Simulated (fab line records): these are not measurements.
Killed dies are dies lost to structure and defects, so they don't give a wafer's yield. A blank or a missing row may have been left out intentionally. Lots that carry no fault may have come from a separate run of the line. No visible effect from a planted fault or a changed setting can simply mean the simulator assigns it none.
Chamber matching :: flow nand_harc :: NHARC_A_BONDPAD_ETCH_34 on rie_diel-10 has 4 sister chambers
The step etches the open film in N2/H2, target depth 60 nm, overetch 18 nm, time 65.91 s. 18 wafers are shown with their chamber, then 9 later ones without.

## WAFERS PAIRED WITH THEIR CHAMBERS
wafer: L846.1
chamber: 0
drypump_motor_current_A (A): 6.2
rf_vpp_V (V): 429.0
run_length_s (s): 87.4

wafer: L846.3
chamber: 3
drypump_motor_current_A (A): 6.3
rf_vpp_V (V): 432.0
run_length_s (s): 87.6

wafer: L846.4
chamber: 2
drypump_motor_current_A (A): 5.6
rf_vpp_V (V): 428.7
run_length_s (s): 88.5

wafer: L845.1
chamber: 0
drypump_motor_current_A (A): 6.2
rf_vpp_V (V): 428.3
run_length_s (s): 87.1

wafer: L845.2
chamber: 3
drypump_motor_current_A (A): 6.3
rf_vpp_V (V): 433.2
run_length_s (s): 87.0

wafer: L845.5
chamber: 3
drypump_motor_current_A (A): 6.3
rf_vpp_V (V): 431.6
run_length_s (s): 87.0

wafer: L847.2
chamber: 3
drypump_motor_current_A (A): 6.3
rf_vpp_V (V): 433.9
run_length_s (s): 87.7

wafer: L847.5
chamber: 0
drypump_motor_current_A (A): 6.2
rf_vpp_V (V): 427.4
run_length_s (s): 87.7

wafer: L847.6
chamber: 3
drypump_motor_current_A (A): 6.3
rf_vpp_V (V): 434.2
run_length_s (s): 87.5

wafer: L852.1
chamber: 1
drypump_motor_current_A (A): 6.7
rf_vpp_V (V): 433.0
run_length_s (s): 86.7

wafer: L852.4
chamber: 3
drypump_motor_current_A (A): 6.3
rf_vpp_V (V): 433.8
run_length_s (s): 87.1

wafer: L852.6
chamber: 1
drypump_motor_current_A (A): 6.7
rf_vpp_V (V): 432.8
run_length_s (s): 87.4

wafer: L853.1
chamber: 2
drypump_motor_current_A (A): 5.5
rf_vpp_V (V): 428.3
run_length_s (s): 87.6

wafer: L853.2
chamber: 3
drypump_motor_current_A (A): 6.3
rf_vpp_V (V): 433.4
run_length_s (s): 87.0

wafer: L853.4
chamber: 0
drypump_motor_current_A (A): 6.2
rf_vpp_V (V): 429.8
run_length_s (s): 87.2

wafer: L862.3
chamber: 0
drypump_motor_current_A (A): 6.2
rf_vpp_V (V): 428.0
run_length_s (s): 87.4

wafer: L862.5
chamber: 0
drypump_motor_current_A (A): 6.2
rf_vpp_V (V): 428.8
run_length_s (s): 87.4

wafer: L862.6
chamber: 1
drypump_motor_current_A (A): 6.7
rf_vpp_V (V): 432.6
run_length_s (s): 87.1

SIGNATURES (averages over the wafers above)
reading: drypump_motor_current_A
chamber 0: 6.200
chamber 1: 6.700
chamber 2: 5.550
chamber 3: 6.300
scatter within a chamber: 0.0189

reading: rf_vpp_V
chamber 0: 428.550
chamber 1: 432.800
chamber 2: 428.500
chamber 3: 433.157
scatter within a chamber: 0.826

reading: run_length_s
chamber 0: 87.367
chamber 1: 87.067
chamber 2: 88.050
chamber 3: 87.271
scatter within a chamber: 0.323
Rule: for a wafer and a chamber, the distance is found by dividing, reading by reading, the gap between the wafer's reading and the chamber's mean by the reading's scatter, squaring, summing and taking the root. If the next closest chamber is less than 2 further off than the closest, the wafer can't be placed; otherwise it belongs to the closest. The scatter: take each reading less its chamber's mean, square it, sum over the shown wafers, divide by the number of wafers less the number of chambers, and take the root.

## WAFERS MISSING THEIR CHAMBER
wafer: L865.2
drypump_motor_current_A (A): 6.7
rf_vpp_V (V): 433.7
run_length_s (s): 86.8

wafer: L865.5
drypump_motor_current_A (A): 6.3
rf_vpp_V (V): 432.7
run_length_s (s): 87.1

wafer: L865.6
drypump_motor_current_A (A): 5.6
rf_vpp_V (V): 426.8
run_length_s (s): 87.7

wafer: L864.2
drypump_motor_current_A (A): 6.3
rf_vpp_V (V): 432.7
run_length_s (s): 87.2

wafer: L864.3
drypump_motor_current_A (A): 5.6
rf_vpp_V (V): 428.0
run_length_s (s): 87.8

wafer: L864.6
drypump_motor_current_A (A): 6.7
rf_vpp_V (V): 434.2
run_length_s (s): 87.3

wafer: L866.2
drypump_motor_current_A (A): 6.8
rf_vpp_V (V): 433.3
run_length_s (s): 87.0

wafer: L866.3
drypump_motor_current_A (A): 5.5
rf_vpp_V (V): 427.4
run_length_s (s): 87.6

wafer: L866.6
drypump_motor_current_A (A): 6.8
rf_vpp_V (V): 433.7
run_length_s (s): 87.1

## WHICH CHAMBER EACH ONE RAN IN
wafer: L865.2
from the rows above: 1
in truth: 1

wafer: L865.5
from the rows above: 3
in truth: 3

wafer: L865.6
from the rows above: 2
in truth: 2

wafer: L864.2
from the rows above: 3
in truth: 3

wafer: L864.3
from the rows above: 2
in truth: 2

wafer: L864.6
from the rows above: 1
in truth: 1

wafer: L866.2
from the rows above: 1
in truth: 1

wafer: L866.3
from the rows above: 2
in truth: 2

wafer: L866.6
from the rows above: 1
in truth: 1
Correct placement for 9 of the 9. Left unplaced by these rows: 0. 0 placed wrongly.
